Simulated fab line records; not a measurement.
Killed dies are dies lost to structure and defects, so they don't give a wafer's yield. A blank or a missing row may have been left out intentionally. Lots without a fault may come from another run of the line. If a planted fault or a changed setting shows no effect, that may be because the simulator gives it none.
Matching of chambers | flow n5Finfet | N5_BEOL_M5_ETCH_62 on rieDiel-04 has 4 sister chambers
The step etches SOC in N2/H2, target depth 75 nm, overetch 15 nm, time 112.5 s. 22 wafers are shown with their chamber, then 11 later ones without.

## WAFERS WITH THEIR CHAMBER
wafer  | chamber | drypumpMotorCurrentA (A) | showerheadPlenumPTorr (Torr) | throttleValvePct (%)
L076.4 | 3       | 6.5                      | 2.56                         | 18.2
L076.5 | 3       | 6.4                      | 2.56                         | 18.2
L076.6 | 0       | 5.3                      | 2.59                         | 17.8
L079.1 | 1       | 5.7                      | 2.53                         | 17.8
L079.3 | 2       | 4.7                      | 2.43                         | 18.0
L079.4 | 0       | 5.3                      | 2.59                         | 17.8
L078.4 | 1       | 5.7                      | 2.53                         | 17.7
L078.5 | 2       | 4.7                      | 2.43                         | 18.0
L078.6 | 1       | 5.6                      | 2.53                         | 17.7
L081.2 | 3       | 6.4                      | 2.56                         | 18.2
L081.3 | 0       | 5.3                      | 2.59                         | 17.9
L081.5 | 1       | 5.7                      | 2.53                         | 17.8
L084.1 | 2       | 4.8                      | 2.42                         | 18.0
L084.4 | 1       | 5.7                      | 2.52                         | 17.8
L084.6 | 3       | 6.4                      | 2.55                         | 18.2
L086.1 | 2       | 4.8                      | 2.42                         | 18.0
L086.2 | 3       | 6.4                      | 2.55                         | 18.2
L086.3 | 0       | 5.3                      | 2.58                         | 17.9
L085.1 | 2       | 4.7                      | 2.42                         | 18.0
L085.4 | 0       | 5.2                      | 2.58                         | 17.9
L085.6 | 1       | 5.7                      | 2.52                         | 17.8
L088.1 | 2       | 4.8                      | 2.42                         | 18.0

SIGNATURES (averages over the wafers above)
reading               | chamber 0 | chamber 1 | chamber 2 | chamber 3 | scatter within a chamber
drypumpMotorCurrentA  | 5.280     | 5.683     | 4.750     | 6.420     | 0.0467
showerheadPlenumPTorr | 2.5860    | 2.5267    | 2.4233    | 2.5560    | 0.00531
throttleValvePct      | 17.860    | 17.767    | 18.000    | 18.200    | 0.0375
Rule: distance of a wafer from a chamber = root of the sum over the readings of ((wafer's reading minus chamber's mean) / reading's scatter) squared. The wafer belongs to the nearest chamber; if the next one is less than 2 further off, it can't be placed. The scatter is the square root of a quotient: the sum, over the shown wafers, of each reading's squared deviation from its chamber's mean, divided by wafers minus chambers.

## WAFERS WITHOUT THEIR CHAMBER
wafer  | drypumpMotorCurrentA (A) | showerheadPlenumPTorr (Torr) | throttleValvePct (%)
L088.3 | 5.7                      | 2.52                         | 17.8
L088.5 | 6.4                      | 2.55                         | 18.3
L090.1 | 5.3                      | 2.58                         | 17.9
L090.2 | 4.8                      | 2.42                         | 18.1
L090.6 | 5.7                      | 2.52                         | 17.8
L091.2 | 5.7                      | 2.51                         | 17.8
L091.3 | 5.3                      | 2.58                         | 17.9
L091.4 | 5.3                      | 2.58                         | 17.9
L097.1 | 5.7                      | 2.51                         | 17.8
L097.4 | 4.7                      | 2.74                         | 17.6
L097.5 | 6.4                      | 2.54                         | 18.3

## THE CHAMBER EACH PASSED THROUGH
wafer  | from the rows above | in truth
L088.3 | 1                   | 1
L088.5 | 3                   | 3
L090.1 | 0                   | 0
L090.2 | 2                   | 2
L090.6 | 1                   | 1
L091.2 | 1                   | 1
L091.3 | 0                   | 0
L091.4 | 0                   | 0
L097.1 | 1                   | 1
L097.4 | 0                   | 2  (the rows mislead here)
L097.5 | 3                   | 3
Correctly placed: 10 of 11. Can't be placed from these rows: 0. 1 placed wrongly.
